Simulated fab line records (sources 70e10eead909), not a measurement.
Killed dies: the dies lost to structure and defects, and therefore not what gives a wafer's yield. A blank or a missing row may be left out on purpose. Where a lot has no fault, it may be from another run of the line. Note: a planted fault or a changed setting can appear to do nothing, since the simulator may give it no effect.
fab line records ; flow nandHarc
record: lots: 6; wafers: 18; lastDay: 33
route steps=1302 shown P_M0@280 P_M1@285
lots that met no fault: taken from a fault-free run of the same line
startH: start of the lot's first displayed wafer, in hours after the record's first day ; waitH: time in hours since the lot's previous step ; " repeats the value in the row above ; L1.1+2: several wafers, shown together as one row ; - no value, or no start was given ; * or withheld: withheld ; < > ~ a bound
route shown NAME@n: names a module that has steps shown in the file, with the first one's number in the route ; usual: average and standard deviation across the fault-free wafers ; same: alike in all rows ; chamber/n: place in a boat ; sites: per-site readings ; _std_site: standard deviation of those values ; _edge_site: inner sites' mean taken away from outer sites' mean ; radiusMm: how far each site lies from the wafer's centre ; mask NAME#n: copy n ; behind: the last tool/chamber to shape the wafer ; hold: why the lot went on hold/how many hours it stayed there/how the hold came to an end ; device: names the non-switching transistor (n, p or np) ; end of line: at the end of the route, the tests of the same wafers ; a step given without rows: its recipe and nothing more ; killed: dies lost to structure and defects at the first sort, not the wafer's yield ; map: the dies of a wafer, with x for killed, . for not killed, _ for no die there
set.NAME: setting as actually run; set.NAME@STEP: the setting as run at that earlier step ; model.NAME: the simulator's own value behind a step, which no gauge read
certain route steps with their lots: each step a table, each wafer a row
services: when a tool's chamber went out of use (startH, in hours from the record's first day, below 0 if earlier), for how many hours, and the reason
== steps ==
step: NHARC_P_M0_SRD_25
step: NHARC_P_M0_INSPECT_27
usual: rawDefectCount: 264/87
lot.wafer;tool;chamber;startH;waitH;rawDefectCount
L557.2;defectInspect-01;-;130.90;0.0;212
L557.5;defectInspect-01;-;130.90;0.0;231
L557.6;defectInspect-01;-;130.90;0.0;93
L561.1;defectInspect-02;-;168.03;0.0;179
L561.2;defectInspect-02;-;168.03;0.0;282
L561.5;defectInspect-02;-;168.03;0.0;201
L569.2;defectInspect-02;-;242.56;0.0;494
L569.4;defectInspect-02;-;242.56;0.0;315
L569.5;defectInspect-02;-;242.56;0.0;450
L570.1;defectInspect-01;-;256.44;0.0;229
L570.3;defectInspect-01;-;256.44;0.0;326
L570.6;defectInspect-01;-;256.44;0.0;284
L579.2;defectInspect-01;-;350.78;0.0;153
L579.3;defectInspect-01;-;350.78;0.0;183
L579.4;defectInspect-01;-;350.78;0.0;280
L580.1;defectInspect-02;-;353.99;0.0;226
L580.2;defectInspect-02;-;353.99;0.0;184
L580.5;defectInspect-02;-;353.99;0.0;261
step: NHARC_P_M0_PRE_CLEAN_31
recipe: timeS: 12; tempC: 370; rfPowerW: 300; gas: NH3
usual: heaterPowerW: 657/81
lot.wafer;tool;chamber;startH;waitH;heaterPowerW
L557.2;pecvd-03;0;130.98;0.1;629
L557.5;pecvd-03;2;130.98;0.1;447
L557.6;pecvd-03;1;130.98;0.1;682
L561.1;pecvd-03;0;168.10;0.1;624
L561.2;pecvd-03;2;168.10;0.1;470
L561.5;pecvd-03;0;168.10;0.1;615
L569.2;pecvd-01;2;242.65;0.1;691
L569.4;pecvd-01;2;242.65;0.1;704
L569.5;pecvd-01;0;242.65;0.1;731
L570.1;pecvd-03;0;256.52;0.1;634
L570.3;pecvd-03;1;256.52;0.1;675
L570.6;pecvd-03;2;256.52;0.1;458
L579.3;pecvd-01;1;350.85;0.1;662
L579.2;pecvd-01;0;350.85;0.1;684
L579.4;pecvd-01;2;350.85;0.1;807
L580.1;pecvd-01;1;354.06;0.1;554
L580.2;pecvd-01;0;354.06;0.1;729
L580.5;pecvd-01;1;354.06;0.1;565
step: NHARC_P_M0_DEP_32
recipe: targetThkA: 300; tempC: 370; targetThkNm: 30; pressureTorr: 3; flowSccm: 200; rfW: 450; material: SiCN
usual: heaterPowerW: 606/88
lot.wafer;tool;chamber;startH;waitH;heaterPowerW
L557.2;pecvd-03;0;131.09;0.1;683
L557.5;pecvd-03;2;131.09;0.1;417
L557.6;pecvd-03;1;131.09;0.1;580
L561.1;pecvd-03;0;168.18;0.1;695
L561.2;pecvd-03;2;168.18;0.1;465
L561.5;pecvd-03;0;168.18;0.1;689
L569.2;pecvd-01;2;242.75;0.1;664
L569.4;pecvd-01;2;242.75;0.1;671
L569.5;pecvd-01;0;242.75;0.1;575
L570.1;pecvd-03;0;256.63;0.1;652
L570.3;pecvd-03;1;256.63;0.1;593
L570.6;pecvd-03;2;256.63;0.1;430
L579.3;pecvd-01;1;350.93;0.1;521
L579.2;pecvd-01;0;350.93;0.1;546
L579.4;pecvd-01;2;350.93;0.1;681
L580.1;pecvd-01;1;354.18;0.1;597
L580.2;pecvd-01;0;354.18;0.1;662
L580.5;pecvd-01;1;354.18;0.1;600
step: NHARC_P_M1_DEP_00
recipe: targetThkA: 1825; targetThkNm: 182.5; tempC: withheld; pressureTorr: 5; flowSccm: 200; rfW: 600; material: SiOC
step: NHARC_P_M1_DEHYDRATE_01
recipe: tempC: 150; timeS: 120
step: NHARC_P_M1_HMDS_02
recipe: timeS: 30
step: NHARC_P_M1_COAT_34
recipe: tempC: 200; timeS: 65
step: NHARC_P_M1_COAT_03
recipe: spinRpm: 1500; resistThkNm: 90
step: NHARC_P_M1_SOFTBAKE_04
recipe: tempC: 105; timeS: 55
step: NHARC_P_M1_EBR_05
step: NHARC_P_M1_EXPOSE_06
recipe: na: 1.35; targetCdNm: 130; doseMj: 81.88; maskId: P_M1
usual: exposureDoseMJCm2: 81.80/0.096
lot.wafer;tool;chamber;startH;waitH;mask;exposureDoseMJCm2
L557.2;arfiScanner-03;0;132.16;-;P_M1#0;81.75
L557.5;arfiScanner-03;0;132.16;-;P_M1#0;81.73
L557.6;arfiScanner-03;0;132.16;-;P_M1#0;81.65
L561.1;arfiScanner-02;0;169.28;-;P_M1#0;81.71
L561.2;arfiScanner-02;0;169.28;-;P_M1#0;81.80
L561.5;arfiScanner-02;0;169.28;-;P_M1#0;81.82
L569.2;arfiScanner-03;0;243.94;-;P_M1#0;48.07
L569.4;arfiScanner-03;0;243.94;-;P_M1#0;48.18
L569.5;arfiScanner-03;0;243.94;-;P_M1#0;48.17
L570.1;arfiScanner-03;0;257.56;-;P_M1#0;54.81
L570.3;arfiScanner-03;0;257.56;-;P_M1#0;54.73
L570.6;arfiScanner-03;0;257.56;-;P_M1#0;54.78
L579.2;arfiScanner-01;0;352.05;-;P_M1#0;81.87
L579.3;arfiScanner-01;0;352.05;-;P_M1#0;81.75
L579.4;arfiScanner-01;0;352.05;-;P_M1#0;81.84
L580.1;arfiScanner-02;0;355.42;-;P_M1#0;81.90
L580.2;arfiScanner-02;0;355.42;-;P_M1#0;81.83
L580.5;arfiScanner-02;0;355.42;-;P_M1#0;81.95
step: NHARC_P_M1_PEB_07
recipe: pebTempC: 100; pebTimeS: 65
step: NHARC_P_M1_DEVELOP_08
recipe: developTimeS: 35; devTempC: 23
step: NHARC_P_M1_CD_MEAS_09
recipe: targetCdNm: 130; landingEnergyEv: 500
usual: cdNm: 129.9/0.79
lot.wafer;tool;chamber;startH;waitH;cdNm
L557.2;cdSem-01;0;132.29;-;129.1
L557.5;cdSem-01;0;132.29;-;128.7
L557.6;cdSem-01;0;132.29;-;129.0
L561.1;cdSem-03;0;169.42;-;129.0
L561.2;cdSem-03;0;169.42;-;130.8
L561.5;cdSem-03;0;169.42;-;130.6
L569.2;cdSem-02;0;244.09;-;97.8
L569.4;cdSem-02;0;244.09;-;98.3
L569.5;cdSem-02;0;244.09;-;97.2
L570.1;cdSem-03;0;257.70;-;105.5
L570.3;cdSem-03;0;257.70;-;105.8
L570.6;cdSem-03;0;257.70;-;105.3
L579.2;cdSem-02;0;352.20;-;130.4
L579.3;cdSem-02;0;352.20;-;129.7
L579.4;cdSem-02;0;352.20;-;129.6
L580.1;cdSem-01;0;355.56;-;131.6
L580.2;cdSem-01;0;355.56;-;132.1
L580.5;cdSem-01;0;355.56;-;131.7
step: NHARC_P_M1_OVL_MEAS_10
recipe: pitchNm: 260
usual: overlayXNm: -0.1/0.79; overlayYNm: 0.2/0.7
lot.wafer;tool;chamber;startH;waitH;overlayXNm;overlayYNm
L557.2;overlay-01;-;132.38;-;0.7;-0.2
L557.5;overlay-01;-;132.38;-;0.5;-0.4
L557.6;overlay-01;-;132.38;-;0.4;-0.6
L561.1;overlay-02;-;169.51;-;0.1;0.8
L561.2;overlay-02;-;169.51;-;0.3;0.5
L561.5;overlay-02;-;169.51;-;0.0;0.8
L569.2;overlay-02;-;244.17;-;-1.1;-0.4
L569.4;overlay-02;-;244.17;-;-1.0;0.2
L569.5;overlay-02;-;244.17;-;-1.1;-0.5
L570.1;overlay-02;-;257.78;-;0.0;-0.7
L570.3;overlay-02;-;257.78;-;-0.4;-0.1
L570.6;overlay-02;-;257.78;-;-0.1;-0.3
L579.2;overlay-02;-;352.28;-;-0.4;-0.2
L579.3;overlay-02;-;352.28;-;-0.2;0.5
L579.4;overlay-02;-;352.28;-;-0.7;-0.5
L580.1;overlay-02;-;355.65;-;-0.3;0.5
L580.2;overlay-02;-;355.65;-;-0.3;0.9
L580.5;overlay-02;-;355.65;-;-0.3;0.6
step: NHARC_P_M1_INSPECT_11
usual: rawDefectCount: 4.4/2.7
lot.wafer;tool;chamber;startH;waitH;rawDefectCount
L557.2;defectInspect-01;-;132.42;0.0;1
L557.5;defectInspect-01;-;132.42;0.0;4
L557.6;defectInspect-01;-;132.42;0.0;4
L561.1;defectInspect-02;-;169.55;0.0;2
L561.2;defectInspect-02;-;169.55;0.0;1
L561.5;defectInspect-02;-;169.55;0.0;6
L569.2;defectInspect-01;-;244.21;0.0;7
L569.4;defectInspect-01;-;244.21;0.0;1
L569.5;defectInspect-01;-;244.21;0.0;1
L570.1;defectInspect-01;-;257.82;0.0;6
L570.3;defectInspect-01;-;257.82;0.0;3
L570.6;defectInspect-01;-;257.82;0.0;2
L579.2;defectInspect-01;-;352.32;0.0;7
L579.3;defectInspect-01;-;352.32;0.0;5
L579.4;defectInspect-01;-;352.32;0.0;4
L580.1;defectInspect-02;-;355.69;0.0;5
L580.2;defectInspect-02;-;355.69;0.0;3
L580.5;defectInspect-02;-;355.69;0.0;2
step: NHARC_P_M1_DESCUM_14
recipe: timeS: 3; o2FlowSccm: 200; arFlowSccm: 0; biasPowerW: 0; chemistry: O2
usual: chamberPressureMTorr: 60.02/0.16; drypumpMotorCurrentA: 5.8/0.43; o2FlowSccm: 200.0/0.64; oesProductAu: 1.002/0.01; rfVppV: 57.9/0.85; showerheadPlenumPTorr: 1.93/0.08; throttleValvePct: 11.310/0.0091
lot.wafer;tool;chamber;startH;waitH;chamberPressureMTorr;drypumpMotorCurrentA;o2FlowSccm;oesProductAu;rfHoursCounterH;rfVppV;showerheadPlenumPTorr;throttleValvePct;model.P_M1.cdNm
L557.2;rieDiel-13;2;132.48;0.1;60.05;5.1;200.6;0.991;6;58.5;1.96;11.300;129.8
L557.5;rieDiel-13;2;132.48;0.1;60.04;5.1;200.3;0.998;-;57.9;1.96;11.315;129
L557.6;rieDiel-13;1;132.48;0.1;59.95;6.0;199.7;0.999;-;57.9;1.97;11.304;129.2
L561.2;rieDiel-01;3;169.61;0.1;60.13;5.6;200.5;1.018;11;56.6;1.99;11.299;130.4
L561.1;rieDiel-01;1;169.61;0.1;60.04;5.6;199.9;1.011;11;57.4;1.94;11.305;128.7
L561.5;rieDiel-01;0;169.61;0.1;59.97;5.2;199.7;0.999;-;56.7;2.01;11.314;130.3
L569.2;rieDiel-13;1;244.28;0.1;59.98;6.0;200.4;0.990;4;57.7;1.96;11.300;98.34
L569.4;rieDiel-13;3;244.28;0.1;59.97;5.9;200.2;0.988;6;56.5;1.88;11.313;98.55
L569.5;rieDiel-13;0;244.28;0.1;59.95;6.0;201.3;0.985;-;58.7;1.79;11.321;97.14
L570.3;rieDiel-01;0;257.89;0.1;60.06;5.2;199.5;0.998;2;59.1;2.01;11.319;106.1
L570.1;rieDiel-01;1;257.89;0.1;60.06;5.6;199.0;0.988;3;59.6;1.94;11.328;105.2
L570.6;rieDiel-01;0;257.89;0.1;59.93;5.2;199.9;0.995;-;58.4;2.01;11.316;105.4
L579.2;rieDiel-13;2;352.38;0.1;59.91;5.1;199.4;1.011;0;57.1;1.96;11.307;130.7
L579.3;rieDiel-13;1;352.38;0.1;60.10;6.0;199.4;1.003;0;58.4;1.96;11.313;130.4
L579.4;rieDiel-13;0;352.38;0.1;60.05;6.0;200.3;1.003;-;56.5;1.79;11.298;130.6
L580.2;rieDiel-13;3;355.76;0.1;60.06;5.9;200.0;1.005;0;57.6;1.88;11.308;131.7
L580.1;rieDiel-13;1;355.76;0.1;59.92;6.1;199.1;1.012;0;58.1;1.96;11.318;132
L580.5;rieDiel-13;3;355.76;0.1;60.01;5.9;200.1;0.996;-;58.0;1.88;11.301;131
step: NHARC_P_M1_ETCH_35
recipe: targetDepthA: 400; overetchA: 120; timeS: 43.94; ionEnergyEv: 200; n2FlowSccm: 150; h2FlowSccm: 150; arFlowSccm: 0; rfW: 400; biasW: 150; chemistry: N2/H2
usual: chamberPressureMTorr: 30.005/0.029; drypumpMotorCurrentA: 5.8/0.42; oesProductAu: 1.002/0.01; rfVppV: 430.8/2.6; showerheadPlenumPTorr: 2.05/0.088; throttleValvePct: 14.171/0.0094
lot.wafer;tool;chamber;startH;waitH;chamberPressureMTorr;drypumpMotorCurrentA;oesProductAu;rfHoursCounterH;rfVppV;showerheadPlenumPTorr;throttleValvePct
L557.2;rieDiel-13;3;132.60;0.1;30.029;5.9;0.983;7;429.7;2.01;14.159
L557.6;rieDiel-13;1;132.60;0.1;30.001;6.0;0.998;-;432.4;2.10;14.167
L557.5;rieDiel-13;2;132.60;0.1;29.996;5.1;1.007;-;432.4;2.09;14.187
L561.2;rieDiel-01;0;169.69;0.1;29.945;5.2;1.013;11;434.0;2.15;14.156
L561.1;rieDiel-01;2;169.69;0.1;29.979;6.4;1.004;10;432.4;2.09;14.185
L561.5;rieDiel-01;0;169.69;0.1;30.001;5.2;0.998;-;433.8;2.15;14.166
L569.4;rieDiel-13;3;244.37;0.1;29.983;5.9;0.997;6;429.0;2.01;14.162
L569.2;rieDiel-13;0;244.37;0.1;30.054;6.0;0.989;5;426.8;1.90;14.166
L569.5;rieDiel-13;2;244.37;0.1;30.042;5.1;1.011;-;430.7;2.09;14.183
L570.3;rieDiel-01;2;257.97;0.1;29.971;6.4;1.018;3;432.6;2.09;14.162
L570.1;rieDiel-01;0;257.97;0.1;30.035;5.2;1.008;2;434.0;2.15;14.175
L570.6;rieDiel-01;2;257.97;0.1;30.050;6.4;1.019;-;430.8;2.09;14.165
L579.3;rieDiel-13;0;352.48;0.1;29.955;6.0;1.004;0;427.0;1.90;14.163
L579.2;rieDiel-13;2;352.48;0.1;30.000;5.1;1.009;0;432.6;2.09;14.165
L579.4;rieDiel-13;2;352.48;0.1;30.009;5.1;1.009;-;430.9;2.09;14.180
L580.1;rieDiel-13;1;355.83;0.1;29.978;6.0;0.995;0;431.4;2.09;14.184
L580.2;rieDiel-13;2;355.83;0.1;30.005;5.1;1.003;0;433.1;2.09;14.161
L580.5;rieDiel-13;1;355.83;0.1;29.984;6.0;1.004;-;432.2;2.09;14.173
step: NHARC_P_M1_ETCH_15
recipe: targetDepthA: 1825; timeS: 91.2; c4f8FlowSccm: withheld; arFlowSccm: 400; rfW: 600; biasW: 300; chemistry: C4F8/Ar
usual: chamberPressureMTorr: 24.999/0.021; oesProductAu: 0.954/0.024; rfVppV: 441.1/2.8
lot.wafer;tool;chamber;startH;waitH;chamberPressureMTorr;oesProductAu;rfHoursCounterH;rfVppV
L557.2;rieDiel-13;1;-;-;24.984;0.914;6;441.9
L557.6;rieDiel-13;1;-;-;25.005;0.934;-;440.9
L557.5;rieDiel-13;3;-;-;24.958;0.912;-;440.3
L561.1;rieDiel-01;1;-;-;24.982;0.982;11;440.9
L561.2;rieDiel-01;2;-;-;25.009;0.965;10;442.9
L561.5;rieDiel-01;2;-;-;25.021;0.966;-;442.8
L569.4;rieDiel-13;0;-;-;24.998;0.957;5;437.8
L569.2;rieDiel-13;1;-;-;24.970;0.954;4;442.8
L569.5;rieDiel-13;0;-;-;24.967;0.940;-;438.1
L570.3;rieDiel-01;2;-;-;24.995;0.990;3;442.2
L570.1;rieDiel-01;3;-;-;24.998;0.962;3;444.1
L570.6;rieDiel-01;1;-;-;25.004;0.979;-;441.3
L579.3;rieDiel-13;0;-;-;25.042;0.968;0;437.8
L579.2;rieDiel-13;2;-;-;25.009;0.971;0;440.8
L579.4;rieDiel-13;2;-;-;25.049;0.975;-;441.8
L580.1;rieDiel-13;3;-;-;24.967;0.961;0;440.1
L580.2;rieDiel-13;1;-;-;25.002;0.981;0;440.4
L580.5;rieDiel-13;3;-;-;25.019;0.951;-;440.5
step: NHARC_P_M1_CD_MEAS_16
usual: cdNm: 129.9/0.99
lot.wafer;tool;chamber;startH;waitH;cdNm
L557.2;cdSem-01;-;132.83;-;130.2
L557.5;cdSem-01;-;132.83;-;128.8
L557.6;cdSem-01;-;132.83;-;130.3
L561.1;cdSem-02;-;169.91;-;128.9
L561.2;cdSem-02;-;169.91;-;129.7
L561.5;cdSem-02;-;169.91;-;130.3
L569.2;cdSem-02;-;244.58;-;98.0
L569.4;cdSem-02;-;244.58;-;98.9
L569.5;cdSem-02;-;244.58;-;97.4
L570.1;cdSem-02;-;258.19;-;105.5
L570.3;cdSem-02;-;258.19;-;106.3
L570.6;cdSem-02;-;258.19;-;105.4
L579.2;cdSem-01;-;352.73;-;131.2
L579.3;cdSem-01;-;352.73;-;130.1
L579.4;cdSem-01;-;352.73;-;130.4
L580.1;cdSem-01;-;356.05;-;132.6
L580.2;cdSem-01;-;356.05;-;131.6
L580.5;cdSem-01;-;356.05;-;131.9
step: NHARC_P_M1_STRIP_18
recipe: powerW: 1000; n2FlowSccm: 150; h2FlowSccm: 150; arFlowSccm: 0; biasW: 0; chemistry: N2/H2
usual: chamberPressureMTorr: 30.001/0.026; drypumpMotorCurrentA: 5.8/0.43; oesProductAu: 1.002/0.01; rfVppV: 90.8/0.92; showerheadPlenumPTorr: 2.06/0.089; throttleValvePct: 14.171/0.009
lot.wafer;tool;chamber;startH;waitH;chamberPressureMTorr;drypumpMotorCurrentA;oesProductAu;rfHoursCounterH;rfVppV;showerheadPlenumPTorr;throttleValvePct
L557.2;rieDiel-01;3;132.95;0.1;29.982;5.6;1.017;9;92.7;2.13;14.158
L557.5;rieDiel-01;1;132.95;0.1;30.022;5.6;1.016;-;90.8;2.07;14.176
L557.6;rieDiel-01;2;132.95;0.1;30.021;6.4;1.005;-;89.4;2.09;14.148
L561.1;rieDiel-01;2;169.99;0.1;29.994;6.4;1.003;10;91.1;2.09;14.166
L561.2;rieDiel-01;0;169.99;0.1;30.032;5.2;1.001;11;92.3;2.15;14.166
L561.5;rieDiel-01;3;169.99;0.1;30.012;5.6;1.007;-;91.9;2.13;14.159
L569.4;rieDiel-01;3;244.71;0.1;29.986;5.6;0.997;2;91.6;2.12;14.176
L569.2;rieDiel-01;0;244.71;0.1;30.004;5.2;1.004;1;91.1;2.15;14.175
L569.5;rieDiel-01;1;244.71;0.1;30.012;5.6;1.000;-;92.5;2.07;14.172
L570.1;rieDiel-01;1;258.26;0.1;30.035;5.6;0.997;3;89.9;2.07;14.159
L570.3;rieDiel-01;3;258.26;0.1;30.025;5.6;1.015;3;91.4;2.12;14.186
L570.6;rieDiel-01;1;258.26;0.1;30.005;5.6;0.995;-;90.4;2.07;14.171
L579.4;rieDiel-01;2;352.81;0.1;30.008;6.4;1.022;11;90.5;2.08;14.183
L579.3;rieDiel-01;3;352.81;0.1;30.006;5.6;1.001;11;91.1;2.12;14.172
L579.2;rieDiel-01;0;352.81;0.1;30.002;5.3;0.996;11;91.1;2.14;14.161
L580.1;rieDiel-01;0;356.13;0.1;30.014;5.2;1.004;11;91.4;2.14;14.172
L580.2;rieDiel-01;1;356.13;0.1;30.024;5.6;0.998;12;91.3;2.06;14.167
L580.5;rieDiel-01;3;356.13;0.1;30.030;5.6;1.009;-;90.1;2.12;14.178
step: NHARC_P_M1_ETCH_28
recipe: targetDepthA: 300; overEtchFrac: 0.3; timeS: 72.99; ionEnergyEv: 150; cf4FlowSccm: 50; n2FlowSccm: 100; arFlowSccm: 150; rfW: 300; biasW: 100; chemistry: CF4/N2
usual: chamberPressureMTorr: 30.003/0.029; drypumpMotorCurrentA: 5.8/0.42; oesProductAu: 1.001/0.01; rfVppV: 314.6/2; showerheadPlenumPTorr: 2.65/0.11; throttleValvePct: 19.794/0.0085
lot.wafer;tool;chamber;startH;waitH;chamberPressureMTorr;drypumpMotorCurrentA;oesProductAu;rfHoursCounterH;rfVppV;showerheadPlenumPTorr;throttleValvePct;model.P_M1.cdNm
L557.2;rieDiel-01;3;-;-;29.987;5.6;1.013;9;314.6;2.73;19.790;130.6
L557.5;rieDiel-01;3;-;-;30.036;5.6;1.011;-;316.5;2.73;19.789;129.5
L557.6;rieDiel-01;0;-;-;30.034;5.2;0.999;-;315.8;2.75;19.792;131.1
L561.2;rieDiel-01;0;-;-;30.031;5.2;0.990;11;316.3;2.75;19.793;129.4
L561.1;rieDiel-01;1;-;-;30.004;5.6;1.006;11;315.1;2.66;19.787;129.2
L561.5;rieDiel-01;0;-;-;29.992;5.3;1.001;-;318.1;2.75;19.807;130.4
L569.4;rieDiel-01;1;-;-;29.987;5.6;0.999;2;315.6;2.66;19.790;99.74
L569.2;rieDiel-01;3;-;-;30.001;5.6;1.008;2;316.4;2.73;19.790;97.93
L569.5;rieDiel-01;0;-;-;30.013;5.3;1.000;-;317.2;2.75;19.778;96.89
L570.1;rieDiel-01;3;-;-;30.016;5.6;1.009;3;316.7;2.72;19.797;105
L570.3;rieDiel-01;1;-;-;29.979;5.6;0.998;3;314.7;2.66;19.790;107.1
L570.6;rieDiel-01;0;-;-;30.007;5.3;1.004;-;316.7;2.75;19.791;105.1
L579.3;rieDiel-01;0;-;-;29.960;5.2;1.003;11;316.7;2.75;19.775;129.9
L579.2;rieDiel-01;1;-;-;29.998;5.6;1.008;12;314.8;2.66;19.800;131.3
L579.4;rieDiel-01;0;-;-;29.975;5.1;1.003;-;315.3;2.75;19.789;132.3
L580.1;rieDiel-01;1;-;-;30.024;5.6;0.992;12;315.4;2.66;19.810;132.9
L580.2;rieDiel-01;0;-;-;29.983;5.3;1.002;11;315.3;2.75;19.797;131.3
L580.5;rieDiel-01;3;-;-;30.015;5.6;1.008;-;314.7;2.72;19.792;131.8
step: NHARC_P_M1_STRIP_19
recipe: timeS: 600; tempC: 30; chemistry: postEtchResidueRemover
== services ==
tool;chamber;startH;hours;kind
rieDiel-13;0;128.83;5.0;repair
pecvd-01;-;130.00;13.0;pm
rieDiel-13;-;165.06;9.0;pm
rieDiel-13;0;183.28;3.3;repair
pecvd-03;-;185.27;13.0;pm
rieDiel-01;0;185.47;4.3;repair
pecvd-01;-;185.53;0.4;repair
rieDiel-01;-;187.36;0.5;repair
rieDiel-13;1;200.10;6.1;repair
rieDiel-01;-;203.80;9.0;pm
pecvd-01;-;210.19;0.6;repair
arfiScanner-03;-;220.11;4.0;pm
rieDiel-01;0;222.51;8.1;repair
rieDiel-13;2;279.44;1.5;repair
rieDiel-13;-;282.80;0.6;repair
pecvd-03;0;287.61;11.3;repair
arfiScanner-03;-;291.86;4.0;repair
rieDiel-01;2;292.63;9.6;repair
arfiScanner-03;-;299.46;1.1;repair
pecvd-01;-;311.00;13.0;pm
rieDiel-01;3;327.13;10.7;repair
pecvd-03;0;338.86;5.1;repair
rieDiel-13;-;342.06;9.0;pm
rieDiel-01;2;352.98;4.6;repair
== key ==
firstSign: step: NHARC_P_M1_EXPOSE_06; reading: exposureDoseMJCm2; direction: down; sigmas: 99+; usual: 81.80; struck: 51.46
effect: step: NHARC_P_M1_CD_MEAS_09; reading: cdNm; direction: down; sigmas: 36; usual: 129.9; struck: 101.7; through: controlLoop
effect: step: NHARC_P_M1_CD_MEAS_16; reading: cdNm; direction: down; sigmas: 28; usual: 129.9; struck: 101.9; through: controlLoop
modelEffect: step: NHARC_P_M1_DESCUM_14; value: P_M1.cdNm; without: 129.7; struck: 101.8
modelEffect: step: NHARC_P_M1_ETCH_28; value: P_M1.cdNm; without: 129.9; struck: 101.9
metAt NHARC_P_M1_EXPOSE_06
struckWafers L569.2,L569.4,L569.5,L570.1,L570.3,L570.6
laterRowsLeftOut L569.2,L569.4,L569.5,L570.1,L570.6
sortLeftOut L569.2,L569.4,L569.5,L570.1,L570.3,L570.6
loopTrim: step: NHARC_P_M1_EXPOSE_06; setting: dose; lots: L570
onsetBetween 132.16 243.94
fault: kind: processParameterDrift; tool: arfiScanner-03; chamber: -; onsetH: 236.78; steps: NHARC_P_M1_EXPOSE_06; channel: doseMj; offset: -33.766; shape: step; actsIn: theseRecipesOnly; stated: 81.88
sortLeftOut: the simulated sort isn't trusted on such a fault, so these wafers' sort isn't shown, and their yield isn't known
laterRowsLeftOut: the simulator's readings of these wafers behind a module that went badly wrong aren't trusted and aren't shown, but for the sort
loopTrim: a control loop set the setting to another value than it would have without faults
